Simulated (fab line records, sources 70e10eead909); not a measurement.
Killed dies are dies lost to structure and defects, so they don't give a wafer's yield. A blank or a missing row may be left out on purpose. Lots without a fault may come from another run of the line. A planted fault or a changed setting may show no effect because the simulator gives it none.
A struck lot beside a sound one | flow nand_harc | 23 steps out of a route of 1302
Sound: wafers L236.3, L236.5, L236.6. Struck: wafers L224.2, L224.5. (L224.1 of the same lot was not struck and is left out.) The cause comes at the end.
At each step with rows: each side's tool, then ch and its chambers, then its first start. Under that, the readings that differ: sound wafers | struck wafers | difference of the means | sigmas: that difference in standard deviations of wafers without a fault.
alike: readings whose means differ by less than 2 such deviations, and words and numbers that are the same on both sides. not compared: withheld readings, readings that some wafer has no value for, bounds like >300 that may hide the same value, and numbers for which the record gives no deviation and whose values overlap.
The two part at a step that has a row with sigmas, a row that says differs or no value, or rows on one side only. Numbers that don't overlap but have no deviation are shown without sigmas and don't part them. A reading that every wafer of one side lacks parts them only if that side has two wafers or more.

NHARC_P_CONTACT_DEP_00: deposits SiO2, target thk 500 nm.
  sound on pecvd-01 ch 0,1,2; struck on pecvd-01 ch 1,2
  alike: heater_power_w, throttle_valve_pct
NHARC_P_CONTACT_CMP_01: polishes SiO2, target thk 200 nm.
  sound on cmp-04 ch 0,1, day 13 09:19; struck on cmp-02 ch 1,3, day 8 06:06
  alike: motor_current_A
then, 9 steps without rows for these wafers: NHARC_P_CONTACT_SRD_03; NHARC_P_CONTACT_DEHYDRATE_04 (time 120 s); NHARC_P_CONTACT_HMDS_05 (time 30 s); NHARC_P_CONTACT_COAT_33 (time 75 s); NHARC_P_CONTACT_COAT_34 (time 65 s); NHARC_P_CONTACT_COAT_06 (resist thk 90 nm); NHARC_P_CONTACT_SOFTBAKE_07 (time 55 s); NHARC_P_CONTACT_EBR_08; NHARC_P_CONTACT_EXPOSE_09 (exposes mask P CA, target cd 90 nm).
NHARC_P_CONTACT_PEB_10: peb time 65 s.
  sound on litho_track-06 ch 0, day 13 10:02; struck on litho_track-04 ch 0, day 8 06:44
  alike: plate_temp_C
then, 1 step without rows for these wafers: NHARC_P_CONTACT_DEVELOP_11 (develop time 35 s).
NHARC_P_CONTACT_CD_MEAS_12: target cd 90 nm.
  sound on cd_sem-03 ch 0, day 13 10:07; struck on cd_sem-02 ch 0, day 8 06:49
  reading    | sound          | struck    | difference | sigmas
  cd_nm (nm) | 89.7 90.5 90.4 | 96.7 95.7 | +6.0       | +9
NHARC_P_CONTACT_OVL_MEAS_13:
  sound on overlay-02, day 13 10:12; struck on overlay-02, day 8 06:55
  alike: overlay_x_nm, overlay_y_nm
NHARC_P_CONTACT_INSPECT_14:
  sound on defect_inspect-01, day 13 10:14; struck on defect_inspect-01, day 8 06:56
  alike: raw_defect_count
NHARC_P_CONTACT_DESCUM_17: chemistry O2, time 3 s.
  sound on rie_diel-13 ch 0,2,3, day 13 10:19; struck on rie_diel-13 ch 0, day 8 07:01
  reading                    | sound            | struck     | difference | sigmas
  model.P_CONTACT.cd_nm (nm) | 89.9 92.44 91.44 | 95.4 94.45 | +3.7       |
  alike: drypump_motor_current_A, oes_product_au, rf_vpp_V, showerhead_plenum_p_Torr, throttle_valve_pct
  not compared: rf_hours_counter_h
NHARC_P_CONTACT_ETCH_35: etches the open film in CF4, target depth 39 nm, time 65 s.
  sound on rie_diel-13 ch 0,3, day 13 10:23; struck on rie_diel-13 ch 1,3, day 8 07:05
  alike: drypump_motor_current_A, oes_product_au, rf_vpp_V, showerhead_plenum_p_Torr, throttle_valve_pct
  not compared: rf_hours_counter_h
NHARC_P_CONTACT_ETCH_36: etches the open film in N2/H2, target depth 260 nm, time 406.25 s.
  sound on rie_diel-13 ch 0,1,2; struck on rie_diel-13 ch 3
  alike: drypump_motor_current_A, oes_product_au, rf_vpp_V, showerhead_plenum_p_Torr, throttle_valve_pct
  not compared: rf_hours_counter_h
NHARC_P_CONTACT_ETCH_18: etches the open film in C4F8/O2/Ar, target depth 481 nm, time 240.5 s.
  sound on rie_diel-13 ch 0,1,3; struck on rie_diel-13 ch 1,2
  reading               | sound             | struck      | difference | sigmas
  oes_product_au (a.u.) | 0.928 0.933 0.941 | 1.001 0.980 | +0.056     | +3
  alike: rf_vpp_V
  not compared: rf_hours_counter_h
then, 1 step without rows for these wafers: NHARC_P_CONTACT_STRIP_37 (strips in C4F8/O2/Ar).
NHARC_P_CONTACT_ETCH_31: etches the open film in CH3F/O2, target depth 30 nm, time 85.7 s.
  sound on rie_diel-13 ch 0,1,3; struck on rie_diel-13 ch 0,3
  reading                    | sound            | struck      | difference | sigmas
  model.P_CONTACT.cd_nm (nm) | 90.23 91.39 91.4 | 93.79 92.87 | +2.32      |
  alike: ch3f_flow_sccm, drypump_motor_current_A, oes_product_au, rf_vpp_V, showerhead_plenum_p_Torr, throttle_valve_pct
  not compared: rf_hours_counter_h
NHARC_P_CONTACT_CD_MEAS_19:
  sound on cd_sem-02, day 13 11:11; struck on cd_sem-01, day 8 07:53
  alike: cd_nm

WHERE THEY PART
First at NHARC_P_CONTACT_CD_MEAS_12; last, within this record, at NHARC_P_CONTACT_ETCH_18. Later steps at which nothing parts them and some readings are alike: NHARC_P_CONTACT_ETCH_31, NHARC_P_CONTACT_CD_MEAS_19.

WHY: what the simulator had put in
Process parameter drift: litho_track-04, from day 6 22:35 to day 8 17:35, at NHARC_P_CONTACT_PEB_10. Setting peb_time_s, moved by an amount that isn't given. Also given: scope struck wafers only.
